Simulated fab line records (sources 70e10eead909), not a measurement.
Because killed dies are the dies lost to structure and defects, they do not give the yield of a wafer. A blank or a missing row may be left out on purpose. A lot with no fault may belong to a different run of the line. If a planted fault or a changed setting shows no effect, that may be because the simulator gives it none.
Chamber matching    flow nand harc    NHARC_P_M0_ETCH_34 on rie diel-03 has 4 sister chambers
The step etches the open film in N2/H2, target depth 40 nm, overetch 12 nm, time 43.94 s. 14 wafers are shown with their chamber, then 7 later ones without.

## WAFERS PAIRED WITH THEIR CHAMBERS
wafer   chamber  drypump motor current A (A)  rf vpp V (V)  oes product au (a.u.)
L075.1  3        5.0                          427.0         0.999
L075.2  2        6.8                          433.3         0.994
L075.5  0        4.7                          434.3         1.008
L076.1  1        6.2                          428.0         1.001
L076.2  3        5.1                          426.5         0.996
L076.6  0        4.7                          433.9         1.000
L083.2  1        6.1                          427.9         0.993
L083.3  2        6.8                          433.3         0.980
L083.5  3        5.0                          427.8         1.004
L086.1  2        6.8                          433.3         0.990
L086.3  3        5.1                          427.7         1.000
L086.5  2        6.8                          433.2         0.989
L089.2  2        6.8                          434.2         0.970
L089.4  0        4.7                          434.2         0.991

SIGNATURES (means of the wafers above)
reading                  chamber 0  chamber 1  chamber 2  chamber 3  scatter within a chamber
drypump motor current A  4.700      6.150      6.800      5.050      0.0387
rf vpp V                 434.133    427.950    433.460    427.250    0.437
oes product au           0.99967    0.99700    0.98460    0.99975    0.00762
Rule: for a wafer and a chamber, the distance is found by dividing, reading by reading, the gap between the wafer's reading and the chamber's mean by the reading's scatter, squaring, summing and taking the root. The wafer belongs to the nearest chamber; if the next one is less than 2 further off, it can't be placed. The scatter: the root of (the sum of the squares of (reading less its chamber's mean) over the shown wafers, divided by (wafers less chambers)).

## WAFERS WITHOUT THEIR CHAMBER
wafer   drypump motor current A (A)  rf vpp V (V)  oes product au (a.u.)
L089.5  6.8                          433.2         0.984
L094.1  6.8                          433.9         0.993
L094.3  4.7                          432.5         1.009
L094.6  6.2                          428.5         1.011
L095.2  6.2                          428.1         1.009
L095.4  5.1                          427.4         1.005
L095.5  6.8                          434.4         0.994

## EACH ONE'S CHAMBER
wafer   from the rows above  in truth
L089.5  2                    2
L094.1  2                    2
L094.3  0                    0
L094.6  1                    1
L095.2  1                    1
L095.4  3                    3
L095.5  2                    2
Correct placement for 7 of the 7. Not placeable from these rows: 0. Number placed wrongly: 0.
